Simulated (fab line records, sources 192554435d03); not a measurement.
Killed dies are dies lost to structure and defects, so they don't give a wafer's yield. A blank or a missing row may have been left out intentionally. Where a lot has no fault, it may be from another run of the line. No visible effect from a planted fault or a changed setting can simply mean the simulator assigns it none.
Split-lot study || flow n5 finfet || 39 wafers read across 7 lots, on a route 1938 steps long

THE SPLIT ITSELF
At N5_BEOL_M11_CVD_75 (deposits Co from CCTBA/H2, target thk 2 nm, time 138.9 s), the setting target thk a was moved away from the recipe's 20 angstrom on 15 of the 39 wafers read, by -17.2% to +58.0%. This setting was run at the recipe's value on the other wafers.

Reading taken at the split's own step.

THE READING
Co_of_BEOL_M11_CVD_75.thk nm (the simulator's own value, which no gauge read), in nm, at N5_BEOL_M11_CVD_75 (deposits Co from CCTBA/H2, target thk 2 nm, time 138.9 s). No usual value for it is given in the file. Here, 24 wafers ran the recipe; their average is 2.0 nm with a standard deviation of 0.088 nm.

{"wafer": "L078.1", "tool, chamber at the split": "cvd co-02, 2,2,0", "target thk a as run, angstrom": 16.56, "against the recipe": "-17.2%", "Co_of_BEOL_M11_CVD_75.thk nm, nm": 1.6, "against lot-mates on the recipe": -0.3}
{"wafer": "L078.4", "tool, chamber at the split": "cvd co-02, 2,2,0", "target thk a as run, angstrom": 16.56, "against the recipe": "-17.2%", "Co_of_BEOL_M11_CVD_75.thk nm, nm": 1.6, "against lot-mates on the recipe": -0.3}
{"wafer": "L078.5", "tool, chamber at the split": "cvd co-02, 2,2,0", "target thk a as run, angstrom": 16.56, "against the recipe": "-17.2%", "Co_of_BEOL_M11_CVD_75.thk nm, nm": 1.6, "against lot-mates on the recipe": -0.3}
{"wafer": "L078.2", "tool, chamber at the split": "cvd co-02, 0,1", "target thk a as run, angstrom": 20, "against the recipe": "recipe", "Co_of_BEOL_M11_CVD_75.thk nm, nm": 2, "against lot-mates on the recipe": "-"}
{"wafer": "L078.3", "tool, chamber at the split": "cvd co-02, 0,1", "target thk a as run, angstrom": 20, "against the recipe": "recipe", "Co_of_BEOL_M11_CVD_75.thk nm, nm": 2, "against lot-mates on the recipe": "-"}
{"wafer": "L078.6", "tool, chamber at the split": "cvd co-02, 1", "target thk a as run, angstrom": 20, "against the recipe": "recipe", "Co_of_BEOL_M11_CVD_75.thk nm, nm": 1.8, "against lot-mates on the recipe": "-"}
{"wafer": "L077.1", "tool, chamber at the split": "cvd co-02, 0", "target thk a as run, angstrom": 28.42, "against the recipe": "+42.1%", "Co_of_BEOL_M11_CVD_75.thk nm, nm": 3, "against lot-mates on the recipe": "+1.0"}
{"wafer": "L077.2", "tool, chamber at the split": "cvd co-02, 2,1,2", "target thk a as run, angstrom": 20, "against the recipe": "recipe", "Co_of_BEOL_M11_CVD_75.thk nm, nm": 2, "against lot-mates on the recipe": "-"}
{"wafer": "L077.3", "tool, chamber at the split": "cvd co-02, 2,1,2", "target thk a as run, angstrom": 20, "against the recipe": "recipe", "Co_of_BEOL_M11_CVD_75.thk nm, nm": 2, "against lot-mates on the recipe": "-"}
{"wafer": "L077.5", "tool, chamber at the split": "cvd co-02, 2,1,2", "target thk a as run, angstrom": 20, "against the recipe": "recipe", "Co_of_BEOL_M11_CVD_75.thk nm, nm": 2, "against lot-mates on the recipe": "-"}
{"wafer": "L077.4", "tool, chamber at the split": "cvd co-02, 1,0", "target thk a as run, angstrom": 28.42, "against the recipe": "+42.1%", "Co_of_BEOL_M11_CVD_75.thk nm, nm": 2.8, "against lot-mates on the recipe": "+0.8"}
{"wafer": "L077.6", "tool, chamber at the split": "cvd co-02, 1,0", "target thk a as run, angstrom": 28.42, "against the recipe": "+42.1%", "Co_of_BEOL_M11_CVD_75.thk nm, nm": 2.8, "against lot-mates on the recipe": "+0.8"}
{"wafer": "L085.1", "tool, chamber at the split": "cvd co-02, 1,0,2,0,2,1", "target thk a as run, angstrom": 20, "against the recipe": "recipe", "Co_of_BEOL_M11_CVD_75.thk nm, nm": 2, "against lot-mates on the recipe": "-"}
{"wafer": "L085.2", "tool, chamber at the split": "cvd co-02, 1,0,2,0,2,1", "target thk a as run, angstrom": 20, "against the recipe": "recipe", "Co_of_BEOL_M11_CVD_75.thk nm, nm": 2, "against lot-mates on the recipe": "-"}
{"wafer": "L085.3", "tool, chamber at the split": "cvd co-02, 1,0,2,0,2,1", "target thk a as run, angstrom": 20, "against the recipe": "recipe", "Co_of_BEOL_M11_CVD_75.thk nm, nm": 2, "against lot-mates on the recipe": "-"}
{"wafer": "L085.4", "tool, chamber at the split": "cvd co-02, 1,0,2,0,2,1", "target thk a as run, angstrom": 20, "against the recipe": "recipe", "Co_of_BEOL_M11_CVD_75.thk nm, nm": 2, "against lot-mates on the recipe": "-"}
{"wafer": "L085.5", "tool, chamber at the split": "cvd co-02, 1,0,2,0,2,1", "target thk a as run, angstrom": 20, "against the recipe": "recipe", "Co_of_BEOL_M11_CVD_75.thk nm, nm": 2, "against lot-mates on the recipe": "-"}
{"wafer": "L085.6", "tool, chamber at the split": "cvd co-02, 1,0,2,0,2,1", "target thk a as run, angstrom": 20, "against the recipe": "recipe", "Co_of_BEOL_M11_CVD_75.thk nm, nm": 2, "against lot-mates on the recipe": "-"}
{"wafer": "L084.1", "tool, chamber at the split": "cvd co-02, 2", "target thk a as run, angstrom": 25.95, "against the recipe": "+29.7%", "Co_of_BEOL_M11_CVD_75.thk nm, nm": 2.8, "against lot-mates on the recipe": "+0.7"}
{"wafer": "L084.2", "tool, chamber at the split": "cvd co-02, 1,2", "target thk a as run, angstrom": 25.95, "against the recipe": "+29.7%", "Co_of_BEOL_M11_CVD_75.thk nm, nm": 2.6, "against lot-mates on the recipe": "+0.5"}
{"wafer": "L084.4", "tool, chamber at the split": "cvd co-02, 1,2", "target thk a as run, angstrom": 25.95, "against the recipe": "+29.7%", "Co_of_BEOL_M11_CVD_75.thk nm, nm": 2.6, "against lot-mates on the recipe": "+0.5"}
{"wafer": "L084.3", "tool, chamber at the split": "cvd co-02, 0", "target thk a as run, angstrom": 20, "against the recipe": "recipe", "Co_of_BEOL_M11_CVD_75.thk nm, nm": 2, "against lot-mates on the recipe": "-"}
{"wafer": "L084.5", "tool, chamber at the split": "cvd co-02, 0", "target thk a as run, angstrom": 20, "against the recipe": "recipe", "Co_of_BEOL_M11_CVD_75.thk nm, nm": 2, "against lot-mates on the recipe": "-"}
{"wafer": "L084.6", "tool, chamber at the split": "cvd co-02, 1", "target thk a as run, angstrom": 20, "against the recipe": "recipe", "Co_of_BEOL_M11_CVD_75.thk nm, nm": 2.2, "against lot-mates on the recipe": "-"}
{"wafer": "L088.1", "tool, chamber at the split": "cvd co-01, 2,0", "target thk a as run, angstrom": 20, "against the recipe": "recipe", "Co_of_BEOL_M11_CVD_75.thk nm, nm": 2, "against lot-mates on the recipe": "-"}
{"wafer": "L088.5", "tool, chamber at the split": "cvd co-01, 2,0", "target thk a as run, angstrom": 20, "against the recipe": "recipe", "Co_of_BEOL_M11_CVD_75.thk nm, nm": 2, "against lot-mates on the recipe": "-"}
{"wafer": "L088.2", "tool, chamber at the split": "cvd co-01, 1,0,1", "target thk a as run, angstrom": 31.36, "against the recipe": "+56.8%", "Co_of_BEOL_M11_CVD_75.thk nm, nm": 3.2, "against lot-mates on the recipe": "+1.3"}
{"wafer": "L088.3", "tool, chamber at the split": "cvd co-01, 1,0,1", "target thk a as run, angstrom": 31.36, "against the recipe": "+56.8%", "Co_of_BEOL_M11_CVD_75.thk nm, nm": 3.2, "against lot-mates on the recipe": "+1.3"}
{"wafer": "L088.4", "tool, chamber at the split": "cvd co-01, 1,0,1", "target thk a as run, angstrom": 31.36, "against the recipe": "+56.8%", "Co_of_BEOL_M11_CVD_75.thk nm, nm": 3.2, "against lot-mates on the recipe": "+1.3"}
{"wafer": "L088.6", "tool, chamber at the split": "cvd co-01, 2", "target thk a as run, angstrom": 20, "against the recipe": "recipe", "Co_of_BEOL_M11_CVD_75.thk nm, nm": 1.8, "against lot-mates on the recipe": "-"}
{"wafer": "L089.1", "tool, chamber at the split": "cvd co-02, 1,2,2", "target thk a as run, angstrom": 20, "against the recipe": "recipe", "Co_of_BEOL_M11_CVD_75.thk nm, nm": 2, "against lot-mates on the recipe": "-"}
{"wafer": "L089.3", "tool, chamber at the split": "cvd co-02, 1,2,2", "target thk a as run, angstrom": 20, "against the recipe": "recipe", "Co_of_BEOL_M11_CVD_75.thk nm, nm": 2, "against lot-mates on the recipe": "-"}
{"wafer": "L089.4", "tool, chamber at the split": "cvd co-02, 1,2,2", "target thk a as run, angstrom": 20, "against the recipe": "recipe", "Co_of_BEOL_M11_CVD_75.thk nm, nm": 2, "against lot-mates on the recipe": "-"}
{"wafer": "L089.2", "tool, chamber at the split": "cvd co-02, 0,1,0", "target thk a as run, angstrom": 31.6, "against the recipe": "+58.0%", "Co_of_BEOL_M11_CVD_75.thk nm, nm": 3.2, "against lot-mates on the recipe": "+1.2"}
{"wafer": "L089.5", "tool, chamber at the split": "cvd co-02, 0,1,0", "target thk a as run, angstrom": 31.6, "against the recipe": "+58.0%", "Co_of_BEOL_M11_CVD_75.thk nm, nm": 3.2, "against lot-mates on the recipe": "+1.2"}
{"wafer": "L089.6", "tool, chamber at the split": "cvd co-02, 0,1,0", "target thk a as run, angstrom": 31.6, "against the recipe": "+58.0%", "Co_of_BEOL_M11_CVD_75.thk nm, nm": 3.2, "against lot-mates on the recipe": "+1.2"}
{"wafer": "L090.2", "tool, chamber at the split": "cvd co-02, 2,1", "target thk a as run, angstrom": 20, "against the recipe": "recipe", "Co_of_BEOL_M11_CVD_75.thk nm, nm": 1.8, "against lot-mates on the recipe": "-"}
{"wafer": "L090.4", "tool, chamber at the split": "cvd co-02, 2,1", "target thk a as run, angstrom": 20, "against the recipe": "recipe", "Co_of_BEOL_M11_CVD_75.thk nm, nm": 1.8, "against lot-mates on the recipe": "-"}
{"wafer": "L090.6", "tool, chamber at the split": "cvd co-02, 0", "target thk a as run, angstrom": 20, "against the recipe": "recipe", "Co_of_BEOL_M11_CVD_75.thk nm, nm": 2, "against lot-mates on the recipe": "-"}
Rows listing several chambers each stand for several wafers; the file does not say which wafer went through which chamber.

THE FIT
A straight line over all 39 wafers: Co_of_BEOL_M11_CVD_75.thk nm changes by +0.0215 nm for each +1% of target thk a; r = +0.99; the points scatter about the line by 0.082 nm.
The same after taking each lot's own level away (the mean of its wafers on the recipe; 39 wafers): +0.0211 nm for each +1%; r = +0.99; scatter 0.07 nm.
Per that fit: largest target thk a move, reading shift of 1.2 nm.
From 1.87 to 2.07 nm: that is the span of the lots' own levels, equal to 2.3 times the standard deviation above.
Consequently the slope shifts little with the lot-to-lot level, the two slopes agreeing.
Check: with one of the wafers moved furthest among these (+58.0%) left out of the fit, the line predicts +1.23 nm for it against its lot-mates. It came out at +1.2 nm against them.

OTHER SPLITS ON THESE WAFERS
Note: prior to the reading, these wafers also went through further splits. Each is held against what the fit with the lots' levels taken away leaves over:
{"other split on the same wafers": "N5_BEOL_M6_TRENCH_ETCH_37 time s", "wafers away from the commonest value": 15, "r with Co_of_BEOL_M11_CVD_75.thk nm (lot level and that fit taken away)": "+0.09"}
{"other split on the same wafers": "N5_BEOL_M9_DESCUM_16 time s", "wafers away from the commonest value": 15, "r with Co_of_BEOL_M11_CVD_75.thk nm (lot level and that fit taken away)": "+0.02"}

FILE'S OWN FIT
Co_of_BEOL_M11_CVD_75.thk nm changes by +0.0211 nm for each +1% of target thk a, r = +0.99.
